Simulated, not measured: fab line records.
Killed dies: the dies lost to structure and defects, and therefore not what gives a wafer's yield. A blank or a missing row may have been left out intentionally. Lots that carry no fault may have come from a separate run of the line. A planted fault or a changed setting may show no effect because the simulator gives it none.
Comparing a struck lot with a sound one :: flow n5Finfet :: 42 steps out of a route of 1938
Sound: these wafers, L524.2, L524.3, L524.5. Struck: wafer L530.1. (L530.3, L530.4 of the same lot were not struck and are left out.) The cause comes at the end.
Order at every step that has rows: each side's tool, ch and its chambers, its first start. Under that, the readings that differ: sound wafers :: struck wafers :: difference of the means :: sigmas: that difference in standard deviations of wafers without a fault.
alike: readings with means less than 2 such deviations apart, plus words and numbers identical on both sides. not compared: withheld readings, readings lacking a value on some wafer, bounds such as >300 that could conceal the same value, and numbers that have no deviation in the record and whose values overlap.
Wherever a step has rows on one side only, a row that says differs or no value, or a row with sigmas, the two part there. Non-overlapping numbers with no deviation appear without sigmas and do not part them. A reading that every wafer of one side lacks parts them only if that side has two wafers or more.

first, 10 steps without rows for these wafers: N5_DUMMY_GATE_ETCH_31 (etches SiO2 in C4F6/O2, target depth 82.5 nm, time 27.5 s); N5_DUMMY_GATE_STRIP_41 (strips in O2); N5_DUMMY_GATE_HM_OPEN_21 (chemistry CH3F/O2, target SiNx, target depth 120 nm, time 171.4 s); N5_DUMMY_GATE_ETCH_32 (etches SiO2 in CF4, target depth 3.5 nm, time 3.9 s); N5_DUMMY_GATE_ETCH_23 (etches poly-Si in HBr/Cl2/O2, target depth 41 nm, time 22.3 s); N5_DUMMY_GATE_ETCH_44 (etches poly-Si in HBr/O2, stops on SiO2, target depth 127.5 nm); N5_DUMMY_GATE_ETCH_42 (etches SiO2 in CHF3/O2, target depth 3.5 nm, time 31 s); N5_DUMMY_GATE_STRIP_48 (strips in N2/H2, time 20 s); N5_DUMMY_GATE_PRECLEAN_33 (cleans in dHF, time 10 s); N5_DUMMY_GATE_PRECLEAN_25 (cleans in O3/DIW, time 45 s).
N5_DUMMY_GATE_PRECLEAN_51: cleans in SC2, time 45 s.
  sound on wetBench-04 ch 1,3,5, day 3 12:41; struck on wetBench-04 ch 1,6,7, day 5 04:22
then, 2 steps without rows for these wafers: N5_DUMMY_GATE_SRD_26 (time 30 s); N5_DUMMY_GATE_UV_OZONE_45 (time 120 s).
N5_DUMMY_GATE_INSPECT_27: inspects for defects (brightfield).
  struck on defectInspect-01, day 5 04:27; sound on defectInspect-01, day 3 12:46
reading: rawDefectCount
sound: 278 194 249
struck: 946
difference: +706
sigmas: +9
then, 3 steps without rows for these wafers: N5_SPACER0_ALD_07 (deposits SiNx, target thk 2 nm); N5_SPACER0_ALD_00 (deposits SiOCN, target thk 3.5 nm, pulse time 3 s, purge time 2 s); N5_SPACER0_ALD_08 (deposits SiNx, target thk 2 nm).
N5_SPACER0_INSPECT_04: inspects for defects (darkfield).
  struck on defectInspect-02, day 5 05:03; sound on defectInspect-02, day 3 13:22
reading: rawDefectCount
sound: 145 122 165
struck: 799
difference: +655
sigmas: +21
then, 8 steps without rows for these wafers: N5_SD_EPI_N_COAT_32 (time 60 s, resist thk 350 nm); N5_SD_EPI_N_COAT_33 (time 60 s, resist thk 35 nm); N5_SD_EPI_N_COAT_03 (resist thk 150 nm); N5_SD_EPI_N_EBR_05; N5_SD_EPI_N_SOFTBAKE_04 (time 60 s); N5_SD_EPI_N_EXPOSE_06 (exposes mask SD N BLK, target cd 120 nm); N5_SD_EPI_N_PEB_07 (peb time 60 s); N5_SD_EPI_N_DEVELOP_08 (develop time 30 s).
N5_SD_EPI_N_INSPECT_11: inspects for defects (macro).
  struck on defectInspect-02, day 5 05:23; sound on defectInspect-01, day 3 13:49
reading: rawDefectCount
sound: 4 1 3
struck: >300
difference: differs
sigmas: 
then, 11 steps without rows for these wafers: N5_SD_EPI_N_DESCUM_14 (chemistry O2, time 7.9 s); N5_SD_EPI_N_ETCH_34 (etches SiARC in CF4, target depth 45.5 nm, time 75.8 s); N5_SD_EPI_N_ETCH_35 (etches SOC in N2/H2, overetch 108 nm, time 486 s); N5_SD_EPI_N_STRIP_36 (strips in N2/H2); N5_SD_EPI_N_ETCHBACK_44 (etches SiNx in CH3F/O2, stops on SiO2, target depth 14.5 nm); N5_SD_EPI_N_ETCH_45 (etches SiOCN in CH3F/O2, target depth 6 nm); N5_SD_EPI_N_ETCH_16 (etches SiO2 in CHF3/O2, target depth 5 nm); N5_SD_EPI_N_STRIP_47 (strips in CHF3/O2); N5_SD_EPI_N_SD_RECESS_17 (chemistry HBr/Cl2/O2, target depth 41 nm, time 23.7 s, bt time 3 s); N5_SD_EPI_N_STRIP_38 (strips in N2/H2); N5_SD_EPI_N_WET_ETCH_43 (etches SiO2 in dHF, time 14 s, target depth 1.5 nm).
N5_SD_EPI_N_INSPECT_26: inspects for defects (darkfield).
  struck on defectInspect-01, day 5 09:48; sound on defectInspect-01, day 3 18:09
reading: rawDefectCount
sound: 233 183 249
struck: 838
difference: +616
sigmas: +16
N5_SD_EPI_P_INSPECT_26: inspects for defects (darkfield).
  struck on defectInspect-02, day 5 14:05; sound on defectInspect-01, day 3 22:14
reading: rawDefectCount
sound: 177 165 182
struck: 853
difference: +678
sigmas: +21
-- here the record skips 7 days between the struck wafers' starts before and after, leaving off in module SD_EPI_P and picking up in module BEOL_M4 (first step shown: number 1111 of the route) --
N5_BEOL_M4_RC_MEAS_101:
  sound on prober-02 ch 0, day 11 05:27; struck on prober-02 ch 0, day 12 21:00
  alike: DIBL_N, DIBL_P, IOFF_N, IOFF_P, ION_N, ION_P, SS_N, SS_P, VT_N, VT_P
-- the record jumps here: 4 days lie between the struck wafers' starts before and after (it left off in module BEOL_M4 and takes up again in module PASSIVATION, whose first step shown is number 1936 of the route) --
N5_PASSIVATION_PROBE_49:
  record: rows for the struck wafers here (prober-02, day 17 08:15), none for the sound ones

## WHERE THEY PART
Earliest at N5_DUMMY_GATE_INSPECT_27; latest, in this record, at N5_PASSIVATION_PROBE_49.

WHY: whatever the simulator had introduced
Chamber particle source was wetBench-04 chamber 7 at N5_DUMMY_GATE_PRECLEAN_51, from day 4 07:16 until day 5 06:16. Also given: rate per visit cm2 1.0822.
